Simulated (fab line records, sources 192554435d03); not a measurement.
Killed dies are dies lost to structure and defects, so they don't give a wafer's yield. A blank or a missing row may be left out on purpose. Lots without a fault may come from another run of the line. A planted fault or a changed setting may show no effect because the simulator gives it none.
Chamber matching | flow n5_finfet | N5_BEOL_M7_STRIP_19 on rie_diel-05: 4 sister chambers
The step strips in O2. 27 wafers are shown with their chamber, then 12 later ones without.

WAFERS WITH THEIR CHAMBER
wafer  | chamber | throttle_valve_pct (%) | oes_product_au (a.u.) | showerhead_plenum_p_Torr (Torr)
L076.1 | 3       | 17.21                  | 0.72                  | 2.08
L076.3 | 1       | 16.95                  | 0.69                  | 2.07
L076.5 | 1       | 16.95                  | 0.70                  | 2.07
L075.3 | 2       | 16.21                  | 0.95                  | 2.06
L075.5 | 0       | 16.87                  | 0.68                  | 2.07
L075.6 | 3       | 17.22                  | 0.70                  | 2.07
L078.1 | 3       | 17.20                  | 0.71                  | 2.07
L078.2 | 0       | 16.87                  | 0.69                  | 2.07
L078.3 | 1       | 16.94                  | 0.69                  | 2.07
L078.4 | 2       | 16.24                  | 0.96                  | 2.05
L078.5 | 1       | 16.95                  | 0.69                  | 2.07
L078.6 | 0       | 16.85                  | 0.68                  | 2.07
L081.1 | 1       | 16.95                  | 0.69                  | 2.06
L081.2 | 2       | 16.25                  | 0.93                  | 2.05
L081.3 | 0       | 16.88                  | 0.67                  | 2.06
L081.4 | 3       | 17.23                  | 0.71                  | 2.07
L081.5 | 0       | 16.89                  | 0.68                  | 2.06
L081.6 | 3       | 17.24                  | 0.71                  | 2.07
L080.1 | 2       | 16.23                  | 0.93                  | 2.05
L080.2 | 0       | 16.88                  | 0.67                  | 2.06
L080.5 | 2       | 16.23                  | 0.92                  | 2.05
L082.2 | 1       | 16.97                  | 0.69                  | 2.06
L082.4 | 3       | 17.24                  | 0.70                  | 2.07
L082.5 | 2       | 16.26                  | 0.92                  | 2.05
L084.1 | 1       | 16.97                  | 0.68                  | 2.06
L084.4 | 2       | 16.22                  | 0.92                  | 2.05
L084.5 | 2       | 16.25                  | 0.91                  | 2.05

SIGNATURES (means of the wafers above)
reading                  | chamber 0 | chamber 1 | chamber 2 | chamber 3 | scatter within a chamber
throttle_valve_pct       | 16.8733   | 16.9543   | 16.2362   | 17.2233   | 0.0148
oes_product_au           | 0.6783    | 0.6900    | 0.9300    | 0.7083    | 0.011
showerhead_plenum_p_Torr | 2.0650    | 2.0657    | 2.0513    | 2.0717    | 0.00463
Rule: a wafer's distance from a chamber is the root of the sum, over the readings, of the square of ((its reading less the chamber's mean) divided by the reading's scatter). The wafer belongs to the nearest chamber; if the next one is less than 2 further off, it can't be placed. The scatter: the root of (the sum of the squares of (reading less its chamber's mean) over the shown wafers, divided by (wafers less chambers)).

WAFERS WITHOUT THEIR CHAMBER
wafer  | throttle_valve_pct (%) | oes_product_au (a.u.) | showerhead_plenum_p_Torr (Torr)
L090.1 | 16.99                  | 0.68                  | 2.06
L090.4 | 16.24                  | 0.90                  | 2.05
L090.5 | 16.98                  | 0.68                  | 2.06
L094.1 | 17.01                  | 0.68                  | 2.06
L094.5 | 16.99                  | 0.67                  | 2.06
L094.6 | 17.28                  | 0.69                  | 2.07
L095.3 | 17.24                  | 0.69                  | 2.07
L095.5 | 16.27                  | 0.86                  | 2.04
L095.6 | 17.02                  | 0.67                  | 2.06
L097.2 | 16.46                  | 0.96                  | 2.05
L097.4 | 16.30                  | 0.84                  | 2.04
L097.6 | 16.47                  | 0.97                  | 2.05

WHICH CHAMBER EACH WENT THROUGH
wafer  | from the rows above | in truth
L090.1 | 1                   | 1
L090.4 | 2                   | 2
L090.5 | 1                   | 1
L094.1 | 1                   | 1
L094.5 | 1                   | 1
L094.6 | 3                   | 3
L095.3 | 3                   | 3
L095.5 | 2                   | 2
L095.6 | 1                   | 1
L097.2 | 2                   | 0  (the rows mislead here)
L097.4 | 2                   | 2
L097.6 | 2                   | 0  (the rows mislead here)
Placed correctly: 10 of 12. Can't be placed from these rows: 0. Placed wrongly: 2.
